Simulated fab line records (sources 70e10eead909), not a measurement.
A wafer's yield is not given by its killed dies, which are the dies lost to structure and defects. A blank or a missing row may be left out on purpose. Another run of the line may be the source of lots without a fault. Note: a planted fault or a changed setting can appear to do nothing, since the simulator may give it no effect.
Chamber matching | flow nand harc | 4 sister chambers for NHARC_THIN_TSV_CMP_21 on cmp-01
The step polishes, t overpolish 30 s, target thk 2000 nm. 8 wafers are shown with their chamber, then 7 later ones without.

## WAFERS WITH THEIR CHAMBER
wafer  | chamber | motor current A (A) | slurry flow ml min
L507.6 | 2       | 11.7                | 149.7
L510.2 | 0       | 13.1                | 150.1
L509.2 | 2       | 11.6                | 149.6
L511.2 | 0       | 13.8                | 150.0
L511.3 | 3       | 10.0                | 150.3
L511.6 | 1       | 12.8                | 150.0
L513.3 | 3       | 10.8                | 150.6
L513.5 | 1       | 12.3                | 150.2

## WAFERS MISSING THEIR CHAMBER
wafer  | motor current A (A) | slurry flow ml min
L513.6 | 12.2                | 150.4
L516.1 | 12.1                | 150.1
L516.2 | 11.3                | 150.4
L516.5 | 13.0                | 150.5
L529.1 | 12.3                | 149.8
L529.3 | 13.9                | 149.7
L529.4 | 10.4                | 149.6

## WHICH CHAMBER EACH WENT THROUGH
wafer  | from the rows above          | in truth
L513.6 | can't be placed: 1 or 0 or 3 | 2
L516.1 | 1                            | 1
L516.2 | can't be placed: 3 or 1      | 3
L516.5 | can't be placed: 1 or 0      | 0
L529.1 | can't be placed: 2 or 1 or 0 | 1
L529.3 | can't be placed: 0 or 1      | 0
L529.4 | 2                            | 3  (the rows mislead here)
Placed correctly: 1 of 7. Can't be placed from these rows: 5 (the true chamber is among the candidates in 4). Placed wrongly: 1.
How it was worked out, from the rows above alone: a wafer's distance from a chamber is the root of the sum, over the readings, of the square of ((its reading less the chamber's mean) divided by the reading's scatter). If the next closest chamber is less than 2 further off than the closest, the wafer can't be placed; otherwise it belongs to the closest. Each chamber's mean is taken over the wafers shown for it. The scatter is the square root of a quotient: the sum, over the shown wafers, of each reading's squared deviation from its chamber's mean, divided by wafers minus chambers.
